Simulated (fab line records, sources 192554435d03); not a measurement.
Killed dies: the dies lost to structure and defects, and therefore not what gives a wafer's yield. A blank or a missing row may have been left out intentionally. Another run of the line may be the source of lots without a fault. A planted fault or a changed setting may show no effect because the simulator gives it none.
Split-lot experiment	flow n5_finfet	7 lots, 21 wafers read, on a route of 1938 steps

THE SPLIT
At N5_MOL_CONTACT_COAG_ETCH_106 (etches SOC in N2/H2, target depth 80 nm, overetch 16 nm, time 120 s), the setting source_w was moved away from the recipe's 840 W on 3 of the 21 wafers read, by +11.7% to +15.3%. For the rest of the wafers, this setting stayed at what the recipe calls for.

Reading taken at the split's own step.

THE READING
rf_vpp_V, in V, at N5_MOL_CONTACT_COAG_ETCH_106 (etches SOC in N2/H2, target depth 80 nm, overetch 16 nm, time 120 s). A value of 524.3 V with a standard deviation of 2.1 V is what fault-free wafers of this fab line usually give.

wafer	tool, chamber at the split	source_w as run, W	against the recipe	rf_vpp_V, V	against lot-mates on the recipe
L075.1	rie_diel-02, 0	840	recipe	519.2	-
L075.2	rie_diel-02, 2	840	recipe	524.3	-
L075.3	rie_diel-02, 3	840	recipe	529.1	-
L076.1	rie_diel-06, 1	840	recipe	526.3	-
L076.2	rie_diel-06, 0	840	recipe	522.7	-
L076.6	rie_diel-06, 1	840	recipe	525.4	-
L077.4	rie_diel-02, 2	840	recipe	524.5	-
L077.5	rie_diel-02, 2	938.6	+11.7%	505.7	-18.8
L077.6	rie_diel-02, 3	938.6	+11.7%	509.1	-15.4
L080.1	rie_diel-04, 1	840	recipe	523.2	-
L080.5	rie_diel-04, 3	840	recipe	523.3	-
L080.6	rie_diel-04, 2	840	recipe	525.0	-
L085.1	rie_diel-06, 3	840	recipe	522.4	-
L085.2	rie_diel-06, 1	840	recipe	525.9	-
L085.5	rie_diel-06, 3	840	recipe	522.4	-
L095.1	rie_diel-04, 2	840	recipe	524.9	-
L095.3	rie_diel-04, 0	840	recipe	525.1	-
L095.6	rie_diel-04, 0	840	recipe	524.5	-
L096.1	rie_diel-04, 1	840	recipe	521.0	-
L096.4	rie_diel-04, 2	968.6	+15.3%	500.4	-23.1
L096.6	rie_diel-04, 0	840	recipe	525.9	-

FIT RESULTS
A straight line over all 21 wafers: rf_vpp_V changes by -1.49 V for each +1% of source_w; r = -0.96; the points scatter about the line by 2.2 V.
The same after taking each lot's own level away (the mean of its wafers on the recipe; 21 wafers): -1.48 V for each +1%; r = -0.96; scatter 2.1 V.
On that fit, the largest move of source_w shifts the reading by 23 V.
Measured against the standard deviation above, the lots' own levels, which go from 523.45 to 524.83 V, span 0.7 times it.
Hence the lot-to-lot level has little effect on the slope; both slopes agree.
Check: for one of the wafers moved furthest among these (+15.3%), held out of the fit, the line's prediction against its lot-mates is -22.3 V. Against them it came out at -23.1 V.
Tool readings at the split's step, against how far the setting was moved: rf_vpp_V r = -0.96.

OTHER SPLITS ON THESE WAFERS
Before the reading, these wafers also passed through other splits. Each is held against what the fit with the lots' levels taken away leaves over:
other split on the same wafers	wafers away from the commonest value	r with rf_vpp_V (lot level and that fit taken away)
N5_SD_EPI_P_PEB_07 peb_time_s	5	-0.23
N5_SD_EPI_P_ETCH_36 bias_w	8	+0.05

THE FILE'S OWN FIT
rf_vpp_V changes by -1.49 V for each +1% of source_w, r = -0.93.
